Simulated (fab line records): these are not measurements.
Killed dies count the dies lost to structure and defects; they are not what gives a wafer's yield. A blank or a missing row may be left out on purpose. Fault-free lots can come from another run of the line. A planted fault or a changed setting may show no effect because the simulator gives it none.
fab line records    flow n5Finfet
record: lots: 10  wafers: 30  lastDay: 18
route steps=1938 shown START@1 WELL_APT@24 FIN_SAQP@100 BEOL_M4@1111 PASSIVATION@1936
lots that met no fault: from a run of the same line without faults
startH: hours from the record's first day to the start of the lot's first wafer shown    waitH: hours from the lot's prior step to this one    " identical to the entry in the row above    L1.1+2: several wafers, shown together as one row    - no value, or no start was given    * or withheld: withheld    < > ~ a bound
route shown NAME@n: a module of which the file shows steps, and the number in the route of the first    usual: mean/standard deviation of fault-free wafers    same: alike in all rows    chamber/n: place in a boat    sites: readings site by site    _std_site: standard deviation across them    _edge_site: inner sites' mean taken away from outer sites' mean    radiusMm: how far each site lies from the wafer's centre    mask NAME#n: copy n    behind: the last tool/chamber to shape the wafer    hold: what put the lot on hold/how long, in hours/how the hold closed    device: transistor that didn't switch, given as n, p or np    end of line: the same wafers' tests at the end of the route    where a step has no rows: the recipe by itself    killed: dies lost to structure and defects at the first sort, not the wafer's yield    map: a wafer's dies, marking killed ones x, the rest . and places with no die _
set.NAME: setting as actually run; set.NAME@STEP: the setting as run at that earlier step    model.NAME: the simulator's own value behind a step, which no gauge read
steps of the route over a sample of lots; a table a step, a row a wafer
services: the hour from which a tool's chamber was out of use, counted from the record's first day as startH (under 0 if before that day), plus the number of hours and why
== steps ==
step: N5_START_INSPECT_01
recipe: inspectInstrument: unpatternedScan  mode: incoming
usual: rawDefectCount: 5.7/2.7
lot.wafer  tool              chamber  startH  waitH  rawDefectCount
L737.1     defectInspect-02  -        12.03   -      3
L737.3     "                 -        "       "      6
L737.5     "                 -        "       "      5
L741.2     defectInspect-01  -        36.03   -      9
L741.4     "                 -        "       "      5
L741.6     "                 -        "       "      2
L742.2     defectInspect-01  -        42.03   -      6
L742.3     "                 -        "       "      8
L742.5     "                 -        "       "      6
L744.1     defectInspect-01  -        54.03   -      16
L744.2     "                 -        "       "      4
L744.6     "                 -        "       "      6
L747.2     defectInspect-01  -        72.03   -      2
L747.5     "                 -        "       "      5
L747.6     "                 -        "       "      3
L748.2     defectInspect-02  -        78.03   -      5
L748.5     "                 -        "       "      8
L748.6     "                 -        "       "      3
L755.3     defectInspect-01  -        120.03  -      7
L755.5     "                 -        "       "      5
L755.6     "                 -        "       "      9
L756.2     defectInspect-01  -        126.03  -      0
L756.3     "                 -        "       "      2
L756.4     "                 -        "       "      2
L758.2     defectInspect-02  -        138.03  -      10
L758.5     "                 -        "       "      10
L758.6     "                 -        "       "      3
L759.1     defectInspect-01  -        144.03  -      11
L759.2     "                 -        "       "      7
L759.5     "                 -        "       "      7
step: N5_WELL_APT_EXPOSE_05
recipe: maskId: NWELL  na: 0.8  sourceShape: conventional  sigmaOuter: 0.8  polarization: unpolarized  defocusNm: 0  targetCdNm: 200  doseMj: 20.3
usual: exposureDoseMJCm2: 20.283/0.021  focusOffsetNm: 0.1/0.47  stageVelMmS: 500.00/0.21
lot.wafer  tool           chamber  startH  waitH  mask     exposureDoseMJCm2  focusOffsetNm  stageVelMmS
L737.1     krfScanner-01  0        13.64   -      NWELL#0  20.288             0.4            500.06
L737.3     "              0        "       "      NWELL#0  20.281             0.3            500.40
L737.5     "              0        "       "      NWELL#0  20.269             0.0            500.18
L741.2     krfScanner-01  0        37.57   -      NWELL#0  20.299             0.3            499.94
L741.4     "              0        "       "      NWELL#0  20.308             -0.7           499.95
L741.6     "              0        "       "      NWELL#0  20.296             0.1            500.01
L742.2     krfScanner-02  0        44.06   -      NWELL#0  20.252             -0.4           500.25
L742.3     "              0        "       "      NWELL#0  20.292             0.9            500.17
L742.5     "              0        "       "      NWELL#0  20.292             0.2            500.16
L744.1     krfScanner-02  0        55.84   -      NWELL#0  20.277             0.0            500.25
L744.2     "              0        "       "      NWELL#0  20.286             0.3            499.87
L744.6     "              0        "       "      NWELL#0  20.285             -1.0           500.04
L747.2     krfScanner-01  -        73.68   -      NWELL#0  -                  -              -
L747.5     "              -        "       "      NWELL#0  -                  -              -
L747.6     "              -        "       "      NWELL#0  -                  -              -
L748.2     krfScanner-01  -        79.41   -      NWELL#0  -                  -              -
L748.5     "              -        "       "      NWELL#0  -                  -              -
L748.6     "              -        "       "      NWELL#0  -                  -              -
L755.3     krfScanner-01  0        121.89  -      NWELL#0  20.306             0.6            499.99
L755.5     "              0        "       "      NWELL#0  20.287             1.0            500.17
L755.6     "              0        "       "      NWELL#0  20.300             0.9            499.99
L756.2     krfScanner-02  0        127.64  -      NWELL#0  20.255             -0.2           499.93
L756.3     "              0        "       "      NWELL#0  20.252             0.3            499.81
L756.4     "              0        "       "      NWELL#0  20.268             0.3            499.57
L758.2     krfScanner-01  0        139.69  -      NWELL#0  20.278             0.4            500.11
L758.5     "              0        "       "      NWELL#0  20.273             -0.7           500.00
L758.6     "              0        "       "      NWELL#0  20.271             0.0            500.03
L759.1     krfScanner-02  0        145.64  -      NWELL#0  20.286             0.1            500.13
L759.2     "              0        "       "      NWELL#0  20.266             0.6            500.08
L759.5     "              0        "       "      NWELL#0  20.284             0.0            499.98
step: N5_WELL_APT_CD_MEAS_08
recipe: targetCdNm: 200  landingEnergyEv: 500  detector: seInlens
usual: cdNm: 199.8/1.7
same: landingEnergyEv: 500
lot.wafer  tool      chamber  startH  waitH  cdNm
L737.1     cdSem-02  0        13.81   -      200.2
L737.3     "         0        "       "      199.9
L737.5     "         0        "       "      198.4
L741.2     cdSem-02  0        37.73   -      200.1
L741.4     "         0        "       "      200.8
L741.6     "         0        "       "      199.1
L742.2     cdSem-01  0        44.23   -      196.2
L742.3     "         0        "       "      198.7
L742.5     "         0        "       "      198.4
L744.1     cdSem-03  0        56.01   -      199.0
L744.2     "         0        "       "      198.7
L744.6     "         0        "       "      201.8
L747.2     cdSem-03  0        73.85   -      -
L747.5     "         0        "       "      -
L747.6     "         0        "       "      -
L748.2     cdSem-02  0        79.57   -      -
L748.5     "         0        "       "      -
L748.6     "         0        "       "      -
L755.3     cdSem-03  0        122.05  -      198.4
L755.5     "         0        "       "      198.7
L755.6     "         0        "       "      196.1
L756.2     cdSem-03  0        127.81  -      197.7
L756.3     "         0        "       "      199.4
L756.4     "         0        "       "      198.9
L758.2     cdSem-01  0        139.86  -      199.7
L758.5     "         0        "       "      200.2
L758.6     "         0        "       "      202.0
L759.1     cdSem-03  0        145.81  -      200.1
L759.2     "         0        "       "      198.7
L759.5     "         0        "       "      200.5
step: N5_FIN_SAQP_PECVD_06
recipe: material: a-Si  targetThkA: 600  tempC: 400  precursor: SiH4/He  pressureTorr: 3  rfW: 100  timeS: 48.1
usual: heaterPowerW: 793/77  showerheadPlenumPTorr: 5.65/0.046  showerheadVppV: 616/30  susceptorTempC: 400.01/0.21  throttleValvePct: 17.5/0.8
lot.wafer  tool      chamber  startH  waitH  heaterPowerW  showerheadPlenumPTorr  showerheadVppV  sinceWetCleanH  susceptorTempC  throttleValvePct
L737.1     pecvd-04  0        21.97   0.0    670           5.59                   563             292             399.88          16.5
L737.3     "         1        "       "      893           5.64                   646             1632            399.88          19.2
L737.5     "         2        "       "      695           5.68                   600             -               399.73          17.0
L741.2     pecvd-04  2        44.84   0.0    726           5.69                   586             163             399.74          16.9
L741.4     "         1        "       "      916           5.63                   640             -               399.98          19.5
L741.6     "         0        "       "      670           5.57                   575             -               399.92          16.9
L742.2     pecvd-04  0        51.50   0.0    672           5.56                   564             321             400.07          16.7
L742.3     "         2        "       "      780           5.67                   596             170             399.77          16.8
L742.5     "         0        "       "      665           5.56                   568             -               400.04          16.9
L744.1     pecvd-04  0        63.60   0.0    604           5.59                   567             333             400.22          16.7
L744.2     "         1        "       "      882           5.63                   636             1674            399.86          19.3
L744.6     "         0        "       "      617           5.57                   569             -               399.92          16.5
L755.3     pecvd-02  2        129.02  0.0    775           5.67                   609             434             400.02          16.8
L755.5     "         2        "       "      757           5.67                   593             -               400.37          16.5
L755.6     "         0        "       "      865           5.64                   626             -               399.69          17.7
L756.2     pecvd-03  0        135.51  0.0    736           5.63                   668             839             400.07          18.5
L756.3     "         2        "       "      816           5.70                   609             85              399.84          16.9
L756.4     "         2        "       "      814           5.71                   613             -               400.29          17.2
L758.2     pecvd-03  2        149.07  0.0    824           5.70                   605             99              400.28          16.9
L758.5     "         2        "       "      842           5.71                   611             -               400.06          17.0
L758.6     "         0        "       "      821           5.61                   663             -               400.56          18.5
L759.1     pecvd-03  1        155.14  0.0    790           5.73                   642             1584            400.21          17.5
L759.2     "         2        "       "      756           5.70                   604             105             399.91          17.1
L759.5     "         1        "       "      819           5.73                   635             -               399.98          17.7
step: N5_FIN_SAQP_DESCUM_21
recipe: chemistry: O2  timeS: 7.9  sourcePowerW: 50  biasPowerW: 20  pressureMtorr: 20  rfFrequencyHz: 2.712e+07  tempC: 40  resist: CAR-ArF  o2FlowSccm: 225
usual: biasPowerW: 20.00/0.058  drypumpMotorCurrentA: 5.5/0.32  oesProductAu: 0.79/0.074  rfVppV: 243.2/1.3  showerheadPlenumPTorr: 2.10/0.06  throttleValvePct: 20.53/0.21
lot.wafer  tool        chamber  startH  waitH  biasPowerW  drypumpMotorCurrentA  oesProductAu  rfHoursCounterH  rfVppV  showerheadPlenumPTorr  throttleValvePct
L737.1     rieDiel-01  2        22.88   0.3    20.05       5.7                   0.88          46               242.6   2.13                   20.52
L737.3     "           0        "       "      20.05       5.7                   0.93          17               243.9   2.13                   20.41
L737.5     "           1        "       "      19.97       5.8                   0.68          -                242.5   2.14                   20.66
L741.2     rieDiel-06  3        45.54   0.0    20.03       5.9                   0.80          120              242.3   2.01                   20.41
L741.4     "           2        "       "      20.04       5.1                   0.73          153              244.1   2.16                   20.33
L741.6     "           2        "       "      19.96       5.1                   0.74          -                243.7   2.16                   20.33
L742.2     rieDiel-01  2        52.32   0.2    19.90       5.7                   0.85          57               243.6   2.13                   20.53
L742.3     "           1        "       "      19.98       5.7                   0.68          243              244.4   2.13                   20.67
L742.5     "           2        "       "      20.00       5.7                   0.85          -                245.2   2.13                   20.54
L744.1     rieDiel-02  2        64.65   0.4    19.97       5.3                   0.74          165              243.1   2.00                   20.88
L744.2     "           3        "       "      19.89       5.1                   0.77          149              245.3   2.20                   20.93
L744.6     "           3        "       "      19.93       5.1                   0.76          -                244.2   2.20                   20.93
L755.3     rieDiel-01  1        129.70  0.0    19.98       5.7                   0.97          10               241.7   2.13                   20.24
L755.5     "           0        "       "      19.99       5.7                   0.86          -                242.9   2.12                   20.48
L755.6     "           1        "       "      20.02       5.7                   0.97          -                243.3   2.13                   20.24
L756.2     rieDiel-06  2        136.18  0.0    19.99       5.1                   0.71          182              245.4   2.15                   20.38
L756.3     "           0        "       "      19.96       5.2                   0.72          185              244.2   2.19                   20.91
L756.4     "           1        "       "      19.94       5.2                   0.69          246              242.5   2.04                   20.41
L758.2     rieDiel-01  0        149.87  0.2    20.12       5.7                   0.86          62               243.7   2.12                   20.49
L758.5     "           0        "       "      20.01       5.7                   0.85          -                243.4   2.12                   20.50
L758.6     "           3        "       "      19.97       5.7                   0.75          -                244.4   2.07                   20.56
L759.1     rieDiel-06  2        155.69  0.0    19.97       5.1                   0.70          190              244.2   2.15                   20.37
L759.2     "           0        "       "      19.97       5.2                   0.71          193              244.5   2.18                   20.93
L759.5     "           2        "       "      20.07       5.1                   0.70          -                244.1   2.15                   20.39
step: N5_BEOL_M4_RC_MEAS_101
usual: DIBL_N: 36.5/1.9  DIBL_P: 36.7/2.1  IOFF_N: 0.17/0.035  IOFF_P: 0.22/0.042  ION_N: 676/10  ION_P: 462/8.1  SS_N: 71.5/0.72  SS_P: 73.4/0.7  VT_N: 249/3.1  VT_P: -250/3.9
lot.wafer  tool       chamber  startH  waitH  DIBL_N[mV/V]  DIBL_P[mV/V]  IOFF_N[nA/um]  IOFF_P[nA/um]  ION_N[uA/um]  ION_P[uA/um]  SS_N[mV/dec]  SS_P[mV/dec]  VT_N[mV]  VT_P[mV]
L737.1     prober-01  0        163.60  0.0    34.5          32.9          0.12           0.18           675           460           70.9          72.8          253       -251
L737.3     "          0        "       "      34.9          34.7          0.14           0.21           687           476           71.1          73.2          248       -250
L737.5     "          0        "       "      33.1          31.6          0.10           0.16           660           457           70.9          72.6          257       -252
L741.2     prober-02  0        193.82  0.2    38.4          38.6          0.18           0.23           680           461           72.2          74.0          251       -250
L741.4     "          0        "       "      35.4          36.4          0.14           0.21           681           466           71.0          73.9          251       -249
L741.6     "          0        "       "      36.1          35.7          0.14           0.20           662           459           72.2          73.5          252       -251
L742.2     prober-02  0        219.95  0.2    37.9          37.8          0.16           0.27           674           467           72.4          73.1          247       -245
L742.3     "          0        "       "      39.7          40.0          0.20           0.30           681           472           72.3          74.3          249       -244
L742.5     "          0        "       "      38.8          38.7          0.17           0.26           670           460           71.8          73.7          249       -246
L744.1     prober-02  0        227.58  0.0    38.5          39.7          0.21           0.28           699           476           71.8          74.3          246       -244
L744.2     "          0        "       "      36.0          35.4          0.16           0.20           676           465           70.9          72.7          249       -248
L744.6     "          0        "       "      36.5          36.6          0.16           0.22           683           466           71.2          73.5          249       -249
L755.3     prober-01  0        288.55  0.3    32.7          31.2          0.11           0.13           666           450           69.8          72.5          256       -258
L755.5     "          0        "       "      39.9          39.2          0.23           0.24           682           460           72.1          74.5          249       -251
L755.6     "          0        "       "      33.9          34.2          0.12           0.17           661           460           70.7          72.8          256       -254
L756.2     prober-01  0        298.20  0.2    34.7          37.2          0.13           0.22           663           463           71.5          73.4          254       -249
L756.3     "          0        "       "      34.3          35.7          0.13           0.21           666           461           70.9          73.4          254       -249
L756.4     "          0        "       "      37.2          39.5          0.18           0.26           687           471           72.2          73.7          249       -247
L758.2     prober-02  0        316.44  0.2    35.2          34.6          0.12           0.16           662           454           71.2          72.1          253       -255
L758.5     "          0        "       "      36.2          36.1          0.15           0.17           679           458           71.1          73.1          247       -254
L758.6     "          0        "       "      34.5          34.0          0.12           0.15           659           451           71.2          72.1          253       -256
L759.1     prober-02  0        324.73  0.0    36.1          34.6          0.13           0.18           657           454           71.0          72.7          252       -253
L759.2     "          0        "       "      35.7          35.6          0.14           0.19           662           455           71.3          73.0          252       -253
L759.5     "          0        "       "      38.8          38.9          0.19           0.25           676           463           71.8          73.1          246       -247
step: N5_PASSIVATION_PROBE_49
usual: killed_at_M0_to_M3: 35/12  killed_at_M4_up: 13/5.8  killedAtContacts: 12/5.5  killedAtFrontEnd: 36/9.9  killedAtOther: 4/3.7  killedDies: 101/18  killedOnRim: 13/4.1  killedOpen: 66/13  killedShort: 33/8
same: grossDies: 1180  killedAtBackSide: 0
lot.wafer  tool       chamber  startH  waitH  killed_at_M0_to_M3  killed_at_M4_up  killedAtContacts  killedAtFrontEnd  killedAtOther  killedDies  killedOnRim  killedOpen  killedShort
L748.2     prober-02  -        365.07  0.1    23                  12               20                1117              8              1180        152          66          36
L748.5     prober-02  -        365.22  0.2    24                  23               17                1110              6              1180        152          71          30
L748.6     prober-02  -        365.27  0.3    23                  11               13                1129              4              1180        152          63          27
L747.2     prober-01  -        370.20  0.1    78                  20               17                1058              7              1180        152          101         47
L747.5     prober-01  -        370.35  0.2    71                  17               13                1077              2              1180        152          78          57
L747.6     prober-01  -        370.40  0.3    34                  14               20                1110              2              1180        152          83          34
L756.3     prober-02  -        412.19  0.1    40                  15               24                42                3              124         18           85          35
L756.4     prober-02  -        412.24  0.2    20                  21               12                39                0              92          12           62          29
killed by level:class
L748.2 WELL_APT:areaExpose=1077 MOL_CONTACT_COAG:geometricParticle:open=16 FIN_SAQP:geometricParticle:short=8 FIN_SAQP:geometricParticle:open=7 BEOL_M0_SAQP:geometricParticle:short=7 BEOL_M4:geometricParticle:open=6 BEOL_M0_SAQP:geometricParticle:open=6 STI_FIN_REVEAL:geometricParticle:open=5
L748.5 WELL_APT:areaExpose=1079 MOL_CONTACT_COAG:geometricParticle:open=14 BEOL_M4:geometricParticle:open=13 BEOL_M0_SAQP:geometricParticle:open=9 FIN_SAQP:geometricParticle:open=5 FIN_SAQP:geometricParticle:short=5 GATE_CUT:geometricParticle:short=4 BEOL_M1:geometricParticle:open=4
L748.6 WELL_APT:areaExpose=1089 FIN_SAQP:geometricParticle:open=10 MOL_CONTACT_COAG:geometricParticle:open=9 FIN_SAQP:geometricParticle:short=7 BEOL_M4:geometricParticle:open=6 BEOL_M0_SAQP:geometricParticle:open=5 BEOL_M0_SAQP:geometricParticle:short=5 DUMMY_GATE:geometricParticle:open=4
L747.2 WELL_APT:areaExpose=1030 BEOL_M0_SAQP:geometricParticle:open=20 BEOL_M0_SAQP:geometricParticle:short=19 MOL_CONTACT_COAG:geometricParticle:open=12 BEOL_M3:geometricParticle:open=12 STI_FIN_REVEAL:geometricParticle:open=10 BEOL_M1:geometricParticle:open=9 BEOL_M4:geometricParticle:open=8
L747.5 WELL_APT:areaExpose=1043 BEOL_M0_SAQP:geometricParticle:short=26 BEOL_M0_SAQP:geometricParticle:open=16 MOL_CONTACT_COAG:geometricParticle:open=12 FIN_SAQP:geometricParticle:short=9 BEOL_M4:geometricParticle:open=9 BEOL_M1:geometricParticle:open=7 FIN_SAQP:geometricParticle:open=6
L747.6 WELL_APT:areaExpose=1063 MOL_CONTACT_COAG:geometricParticle:open=19 STI_FIN_REVEAL:geometricParticle:open=13 BEOL_M0_SAQP:geometricParticle:short=10 DUMMY_GATE:geometricParticle:open=8 GATE_CUT:geometricParticle:short=6 BEOL_M0_SAQP:geometricParticle:open=6 FIN_SAQP:geometricParticle:open=5
L756.3 MOL_CONTACT_COAG:geometricParticle:open=21 BEOL_M0_SAQP:geometricParticle:open=14 BEOL_M4:geometricParticle:open=10 DUMMY_GATE:geometricParticle:open=7 FIN_SAQP:geometricParticle:open=6 STI_FIN_REVEAL:geometricParticle:open=6 BEOL_M1:geometricParticle:open=6 BEOL_M1:geometricParticle:short=6
L756.4 STI_FIN_REVEAL:geometricParticle:open=12 BEOL_M4:geometricParticle:open=12 FIN_SAQP:geometricParticle:short=8 MOL_CONTACT_COAG:geometricParticle:open=7 BEOL_M3:geometricParticle:open=7 BEOL_M4:geometricParticle:short=4 MOL_CONTACT_COAG:geometricParticle:short=4 FIN_SAQP:geometricParticle:open=3
== services ==
tool           chamber  startH  hours  kind
krfScanner-02  -        0.50    1.8    repair
pecvd-04       1        6.45    5.5    scheduledDown
rieDiel-01     3        11.41   5.0    repair
rieDiel-01     2        17.74   2.4    repair
rieDiel-01     3        22.36   1.3    repair
rieDiel-01     -        27.29   0.3    repair
krfScanner-01  0        27.99   -      calibration
krfScanner-01  -        30.10   0.8    pm
krfScanner-01  -        31.00   0.8    pm
krfScanner-01  -        39.88   0.3    repair
krfScanner-02  0        41.64   -      calibration
krfScanner-01  -        47.79   4.4    pm
krfScanner-02  -        52.16   1.3    pm
krfScanner-02  -        61.76   1.0    pm
rieDiel-01     2        84.59   4.7    repair
pecvd-03       -        84.72   2.8    pm
rieDiel-02     0        92.12   4.1    repair
rieDiel-06     3        93.50   2.2    repair
krfScanner-01  -        110.65  1.0    pm
pecvd-03       1        121.21  3.7    repair
krfScanner-01  -        122.50  0.5    repair
krfScanner-01  -        124.10  3.8    repair
krfScanner-02  -        127.87  4.4    pm
pecvd-04       -        128.28  5.5    pm
== key ==
firstSign: step: N5_WELL_APT_EXPOSE_05  reading: toolRecord  direction: missing
effect: step: N5_WELL_APT_CD_MEAS_08  reading: cdNm  direction: missing
effect: step: N5_PASSIVATION_PROBE_49  reading: killedAtFrontEnd  direction: up  sigmas: 99+  usual: 36  struck: 1100
moreKillsBornAt: N5_WELL_APT_EXPOSE_05@krfScanner-01: 6381
metAt N5_WELL_APT_EXPOSE_05
struckLots L747,L748
laterRowsLeftOut L747.2,L747.5,L747.6,L748.2,L748.5,L748.6
testerLeftOut L747,L748
notActingAt N5_START_INSPECT_01,N5_FIN_SAQP_PECVD_06,N5_FIN_SAQP_DESCUM_21
onsetBetween 37.57 73.68
fault: kind: skippedStepWhole  tool: krfScanner-01  chamber: -  onsetH: 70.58  steps: N5_WELL_APT_EXPOSE_05  scope: struckLotsOnly
testerLeftOut: of these lots the tester's yield and bins aren't shown, on N5 and GAA mostly nor the transistor test; their killed dies are dies lost to structure and defects alone, not to doping, threshold or leakage, so they don't give the yield
laterRowsLeftOut: the simulator's readings of these wafers behind a module that went badly wrong aren't trusted and aren't shown, but for the sort
